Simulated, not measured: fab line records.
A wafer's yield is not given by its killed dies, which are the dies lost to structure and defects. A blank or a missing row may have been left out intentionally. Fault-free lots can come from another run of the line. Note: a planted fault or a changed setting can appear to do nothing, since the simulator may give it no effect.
fab line records + flow nand_harc + part 2 of 2: steps 27 to 35 of 35
[record]
- lots = 5
- wafers = 15
- last_day = 32
route steps=1302 shown A_DECK1_JOINT@524 A_ONON_D2@545
lots with no fault: from the same line, run without faults
start_h: hours from the record's first day to the start of the lot's first wafer shown + wait_h: hours from the lot's prior step to this one + " as in the row above + L1.1+2: several wafers, shown together as one row + - value missing, or start not given + * or withheld: withheld + < > ~ a bound
route shown NAME@n: names a module that has steps shown in the file, with the first one's number in the route + usual: mean and standard deviation over wafers with no fault + same: alike in all rows + chamber/n: place in a boat + sites: per-site readings + _std_site: their standard deviation + _edge_site: the outer-site mean with the inner-site mean subtracted + radius_mm: for every site, how far away it sits from the centre of the wafer + mask NAME#n: copy n + behind: tool/chamber where the wafer was last shaped + hold: reason for holding the lot/hours on hold/outcome of the hold + device: the transistor (n, p or np) that didn't switch + end of line: tests run on the same wafers once the route is complete + where a step has no rows: the recipe by itself + killed: the dies lost at the first sort to structure and to defects; this is not the yield of the wafer + map: shows each die of a wafer: x if killed, . if not, _ if none is there
set.NAME: setting as actually run; set.NAME@STEP: the setting as run at that earlier step + model.NAME: the simulator's own value behind a step, which no gauge read
certain route steps with their lots: each step a table, each wafer a row
services: the hour from which a tool's chamber was out of use, counted from the record's first day as start_h (under 0 if before that day), plus the number of hours and why
[[steps]]
[step NHARC_A_ONON_D2_DEP_09]
[recipe]
- target_thk_a = 10000
- n2_flow_sccm = 2750
- n2o_flow_sccm = 2000
- nh3_flow_sccm = 500
- sih4_flow_sccm = 210
- temp_c = 400
[usual]
- n2_flow_sccm = 2748/7.6
- nh3_flow_sccm = 500.1/1.4
| lot.wafer | tool          | chamber | start_h | wait_h | n2_flow_sccm | nh3_flow_sccm |
|-----------|---------------|---------|---------|--------|--------------|---------------|
| L075.1    | pecvd_onon-03 | 0       | 278.36  | 0.1    | 2750         | 501.9         |
| L075.4    | "             | 0       | "       | "      | 2744         | 499.2         |
| L075.6    | "             | 0       | "       | "      | 2752         | 501.1         |
| L078.1    | pecvd_onon-01 | 0       | 315.98  | 0.1    | 2742         | 501.8         |
| L078.3    | "             | 0       | "       | "      | 2744         | 501.3         |
| L078.6    | "             | 0       | "       | "      | 2739         | 499.1         |
| L083.3    | pecvd_onon-03 | 0       | 373.22  | 0.2    | 2751         | 500.9         |
| L083.4    | "             | 0       | "       | "      | 2736         | 501.7         |
| L083.5    | "             | 0       | "       | "      | 2740         | 498.8         |
| L085.2    | pecvd_onon-03 | 0       | 395.90  | 0.1    | 2735         | 499.8         |
| L085.3    | "             | 0       | "       | "      | 2750         | 501.2         |
| L085.6    | "             | 0       | "       | "      | 2752         | 501.0         |
| L095.2    | pecvd_onon-03 | 0       | 485.17  | 0.1    | 2755         | 499.6         |
| L095.5    | "             | 0       | "       | "      | 2746         | 497.5         |
| L095.6    | "             | 0       | "       | "      | 2748         | 498.3         |
[step NHARC_A_ONON_D2_THK_MEAS_11]
[recipe]
- thk_meas_gauge = ellipsometry
[usual]
- thk_nm = 1005/11
| lot.wafer | tool          | chamber | start_h | wait_h | thk_nm |
|-----------|---------------|---------|---------|--------|--------|
| L075.1    | film_metro-02 | -       | 278.87  | -      | 1014   |
| L075.4    | "             | -       | "       | "      | 1014   |
| L075.6    | "             | -       | "       | "      | 1015   |
| L078.1    | film_metro-01 | -       | 316.49  | -      | 997    |
| L078.3    | "             | -       | "       | "      | 997    |
| L078.6    | "             | -       | "       | "      | 998    |
| L083.3    | film_metro-01 | -       | 373.61  | -      | 1007   |
| L083.4    | "             | -       | "       | "      | 1006   |
| L083.5    | "             | -       | "       | "      | 1006   |
| L085.2    | film_metro-01 | -       | 396.35  | -      | 997    |
| L085.3    | "             | -       | "       | "      | 998    |
| L085.6    | "             | -       | "       | "      | 998    |
| L095.2    | film_metro-02 | -       | 485.63  | -      | 1006   |
| L095.5    | "             | -       | "       | "      | 1007   |
| L095.6    | "             | -       | "       | "      | 1004   |
[step NHARC_A_ONON_D2_DEP_12]
[recipe]
- target_thk_a = 10000
- n2_flow_sccm = 2750
- n2o_flow_sccm = 2000
- nh3_flow_sccm = 500
- sih4_flow_sccm = 210
- temp_c = 400
[usual]
- n2_flow_sccm = 2750/7.4
- nh3_flow_sccm = 499.8/1.7
| lot.wafer | tool          | chamber | start_h | wait_h | n2_flow_sccm | nh3_flow_sccm |
|-----------|---------------|---------|---------|--------|--------------|---------------|
| L075.1    | pecvd_onon-03 | 0       | 278.92  | 0.1    | 2754         | 501.4         |
| L075.4    | "             | 0       | "       | "      | 2750         | 504.4         |
| L075.6    | "             | 0       | "       | "      | 2754         | 502.7         |
| L078.1    | pecvd_onon-03 | 0       | 316.55  | 0.1    | 2746         | 500.6         |
| L078.3    | "             | 0       | "       | "      | 2763         | 502.7         |
| L078.6    | "             | 0       | "       | "      | 2757         | 498.2         |
| L083.3    | pecvd_onon-01 | 0       | 373.78  | 0.2    | 2750         | 500.4         |
| L083.4    | "             | 0       | "       | "      | 2756         | 501.0         |
| L083.5    | "             | 0       | "       | "      | 2751         | 501.4         |
| L085.2    | pecvd_onon-04 | 0       | 396.46  | 0.1    | 2753         | 499.1         |
| L085.3    | "             | 0       | "       | "      | 2757         | 501.5         |
| L085.6    | "             | 0       | "       | "      | 2743         | 500.7         |
| L095.2    | pecvd_onon-01 | 0       | 485.74  | 0.1    | 2755         | 500.4         |
| L095.5    | "             | 0       | "       | "      | 2738         | 499.6         |
| L095.6    | "             | 0       | "       | "      | 2744         | 501.6         |
[step NHARC_A_ONON_D2_THK_MEAS_14]
[recipe]
- thk_meas_gauge = ellipsometry
[usual]
- thk_nm = 999/11
| lot.wafer | tool          | chamber | start_h | wait_h | thk_nm |
|-----------|---------------|---------|---------|--------|--------|
| L075.1    | film_metro-02 | -       | 279.43  | -      | 989    |
| L075.4    | "             | -       | "       | "      | 990    |
| L075.6    | "             | -       | "       | "      | 989    |
| L078.1    | film_metro-01 | -       | 317.05  | -      | 989    |
| L078.3    | "             | -       | "       | "      | 986    |
| L078.6    | "             | -       | "       | "      | 988    |
| L083.3    | film_metro-01 | -       | 374.18  | -      | 1014   |
| L083.4    | "             | -       | "       | "      | 1017   |
| L083.5    | "             | -       | "       | "      | 1015   |
| L085.2    | film_metro-01 | -       | 396.92  | -      | 1001   |
| L085.3    | "             | -       | "       | "      | 1002   |
| L085.6    | "             | -       | "       | "      | 1002   |
| L095.2    | film_metro-01 | -       | 486.20  | -      | 995    |
| L095.5    | "             | -       | "       | "      | 996    |
| L095.6    | "             | -       | "       | "      | 997    |
[step NHARC_A_ONON_D2_ANNEAL_15]
[recipe]
- temp_c = 750
- time_s = 3600
[usual]
- spike_tc_upper_C = 749.9/1.2
- tube_center_temp_C = 750.00/0.077
| lot.wafer | tool       | chamber | start_h | wait_h | spike_tc_upper_C | tube_center_temp_C |
|-----------|------------|---------|---------|--------|------------------|--------------------|
| L075.1    | furnace-04 | 0       | 282.83  | 3.4    | 750.0            | 750.09             |
| L075.4    | "          | 0       | "       | "      | 750.1            | 749.92             |
| L075.6    | "          | 0       | "       | "      | 748.3            | 750.08             |
| L078.1    | furnace-05 | 0       | 320.07  | 3.0    | 747.0            | 749.89             |
| L078.3    | "          | 0       | "       | "      | 749.7            | 749.98             |
| L078.6    | "          | 0       | "       | "      | 751.1            | 749.85             |
| L083.3    | furnace-05 | 0       | 377.20  | 3.0    | 749.9            | 750.10             |
| L083.4    | "          | 0       | "       | "      | 749.9            | 750.02             |
| L083.5    | "          | 0       | "       | "      | 749.1            | 750.00             |
| L085.2    | furnace-05 | 0       | 399.94  | 3.0    | 751.8            | 750.06             |
| L085.3    | "          | 0       | "       | "      | 751.2            | 749.96             |
| L085.6    | "          | 0       | "       | "      | 750.9            | 750.12             |
| L095.2    | furnace-04 | 0       | 489.58  | 3.4    | 748.6            | 750.05             |
| L095.5    | "          | 0       | "       | "      | 748.2            | 750.11             |
| L095.6    | "          | 0       | "       | "      | 751.1            | 750.10             |
[step NHARC_A_ONON_D2_DEP_16]
[recipe]
- target_thk_a = 10000
- n2_flow_sccm = 2750
- n2o_flow_sccm = 2000
- nh3_flow_sccm = 500
- sih4_flow_sccm = 210
- temp_c = 400
[usual]
- n2_flow_sccm = 2752/7.8
- nh3_flow_sccm = 500.1/1.3
| lot.wafer | tool          | chamber | start_h | wait_h | n2_flow_sccm | nh3_flow_sccm |
|-----------|---------------|---------|---------|--------|--------------|---------------|
| L075.1    | pecvd_onon-01 | 0       | 286.65  | 0.4    | 2739         | 501.3         |
| L075.4    | "             | 0       | "       | "      | 2745         | 503.5         |
| L075.6    | "             | 0       | "       | "      | 2739         | 499.5         |
| L078.1    | pecvd_onon-01 | 0       | 324.01  | 0.4    | 2752         | 498.2         |
| L078.3    | "             | 0       | "       | "      | 2755         | 499.7         |
| L078.6    | "             | 0       | "       | "      | 2759         | 498.8         |
| L083.3    | pecvd_onon-01 | 0       | 381.13  | 0.5    | 2753         | 499.7         |
| L083.4    | "             | 0       | "       | "      | 2749         | 501.1         |
| L083.5    | "             | 0       | "       | "      | 2744         | 501.8         |
| L085.2    | pecvd_onon-01 | 0       | 403.86  | 0.5    | 2742         | 499.2         |
| L085.3    | "             | 0       | "       | "      | 2733         | 498.4         |
| L085.6    | "             | 0       | "       | "      | 2752         | 499.5         |
| L095.2    | pecvd_onon-03 | 0       | 493.44  | 0.4    | 2752         | 499.9         |
| L095.5    | "             | 0       | "       | "      | 2769         | 502.2         |
| L095.6    | "             | 0       | "       | "      | 2755         | 498.4         |
[step NHARC_A_ONON_D2_THK_MEAS_18]
[recipe]
- thk_meas_gauge = ellipsometry
[usual]
- thk_nm = 999/7.6
| lot.wafer | tool          | chamber | start_h | wait_h | thk_nm |
|-----------|---------------|---------|---------|--------|--------|
| L075.1    | film_metro-02 | -       | 287.16  | -      | 995    |
| L075.4    | "             | -       | "       | "      | 995    |
| L075.6    | "             | -       | "       | "      | 995    |
| L078.1    | film_metro-01 | -       | 324.52  | -      | 1002   |
| L078.3    | "             | -       | "       | "      | 1003   |
| L078.6    | "             | -       | "       | "      | 1001   |
| L083.3    | film_metro-01 | -       | 381.52  | -      | 998    |
| L083.4    | "             | -       | "       | "      | 996    |
| L083.5    | "             | -       | "       | "      | 993    |
| L085.2    | film_metro-01 | -       | 404.32  | -      | 985    |
| L085.3    | "             | -       | "       | "      | 986    |
| L085.6    | "             | -       | "       | "      | 986    |
| L095.2    | film_metro-01 | -       | 493.89  | -      | 997    |
| L095.5    | "             | -       | "       | "      | 998    |
| L095.6    | "             | -       | "       | "      | 998    |
[step NHARC_A_ONON_D2_DEP_19]
[recipe]
- target_thk_a = 10000
- n2_flow_sccm = 2750
- n2o_flow_sccm = 2000
- nh3_flow_sccm = 500
- sih4_flow_sccm = 210
- temp_c = 400
[usual]
- n2_flow_sccm = 2749/8.2
- nh3_flow_sccm = 500.0/1.4
| lot.wafer | tool          | chamber | start_h | wait_h | n2_flow_sccm | nh3_flow_sccm |
|-----------|---------------|---------|---------|--------|--------------|---------------|
| L075.1    | pecvd_onon-01 | 0       | 287.21  | 0.1    | 2738         | 500.2         |
| L075.4    | "             | 0       | "       | "      | 2737         | 497.9         |
| L075.6    | "             | 0       | "       | "      | 2740         | 499.4         |
| L078.1    | pecvd_onon-04 | 0       | 324.57  | 0.1    | 2752         | 502.7         |
| L078.3    | "             | 0       | "       | "      | 2762         | 499.5         |
| L078.6    | "             | 0       | "       | "      | 2750         | 501.0         |
| L083.3    | pecvd_onon-04 | 0       | 381.70  | 0.2    | 2745         | 500.8         |
| L083.4    | "             | 0       | "       | "      | 2749         | 501.6         |
| L083.5    | "             | 0       | "       | "      | 2741         | 501.1         |
| L085.2    | pecvd_onon-03 | 0       | 404.43  | 0.1    | 2755         | 502.7         |
| L085.3    | "             | 0       | "       | "      | 2750         | 503.1         |
| L085.6    | "             | 0       | "       | "      | 2765         | 502.7         |
| L095.2    | pecvd_onon-03 | 0       | 494.01  | 0.1    | 2768         | 497.6         |
| L095.5    | "             | 0       | "       | "      | 2754         | 498.4         |
| L095.6    | "             | 0       | "       | "      | 2751         | 498.8         |
[step NHARC_A_ONON_D2_THK_MEAS_21]
[recipe]
- thk_meas_gauge = ellipsometry
[usual]
- thk_nm = 1004/8.3
| lot.wafer | tool          | chamber | start_h | wait_h | thk_nm |
|-----------|---------------|---------|---------|--------|--------|
| L075.1    | film_metro-02 | -       | 287.72  | -      | 1019   |
| L075.4    | "             | -       | "       | "      | 1017   |
| L075.6    | "             | -       | "       | "      | 1019   |
| L078.1    | film_metro-01 | -       | 325.08  | -      | 1000   |
| L078.3    | "             | -       | "       | "      | 1001   |
| L078.6    | "             | -       | "       | "      | 1003   |
| L083.3    | film_metro-01 | -       | 382.09  | -      | 1002   |
| L083.4    | "             | -       | "       | "      | 1001   |
| L083.5    | "             | -       | "       | "      | 1003   |
| L085.2    | film_metro-01 | -       | 404.89  | -      | 1011   |
| L085.3    | "             | -       | "       | "      | 1010   |
| L085.6    | "             | -       | "       | "      | 1012   |
| L095.2    | film_metro-01 | -       | 494.45  | -      | 1007   |
| L095.5    | "             | -       | "       | "      | 1011   |
| L095.6    | "             | -       | "       | "      | 1012   |
[[services]]
| tool          | chamber | start_h | hours | kind   |
|---------------|---------|---------|-------|--------|
| cmp-01        | -       | 225.29  | 0.4   | repair |
| pecvd_onon-03 | -       | 227.04  | 13.0  | pm     |
| cmp-01        | -       | 234.99  | 1.7   | repair |
| cmp-01        | -       | 243.62  | 1.0   | repair |
| fcvd-01       | 1       | 252.75  | 9.5   | repair |
| cmp-01        | -       | 259.11  | 2.5   | repair |
| wet_bench-05  | -       | 260.84  | 8.0   | pm     |
| pecvd_onon-01 | -       | 269.13  | 13.0  | pm     |
| wet_bench-01  | -       | 277.74  | 8.0   | pm     |
| cmp-01        | -       | 283.70  | 4.0   | pm     |
| pecvd_onon-04 | -       | 311.05  | 13.0  | pm     |
| cmp-01        | -       | 323.42  | 5.9   | repair |
| wet_bench-07  | -       | 336.00  | 8.0   | pm     |
| cmp-01        | -       | 356.62  | 0.5   | repair |
| fcvd-01       | -       | 366.00  | 13.0  | pm     |
| fcvd-01       | 1       | 381.53  | 15.9  | repair |
| cmp-01        | -       | 381.70  | 4.0   | pm     |
| furnace-07    | -       | 386.25  | 26.0  | pm     |
| pecvd_onon-03 | -       | 408.04  | 13.0  | pm     |
| wet_bench-05  | -       | 436.84  | 8.0   | pm     |
| pecvd_onon-03 | -       | 441.47  | 8.5   | repair |
| pecvd_onon-01 | -       | 450.14  | 13.0  | pm     |
| wet_bench-01  | -       | 453.74  | 8.0   | pm     |
| pecvd_onon-04 | -       | 492.05  | 13.0  | pm     |
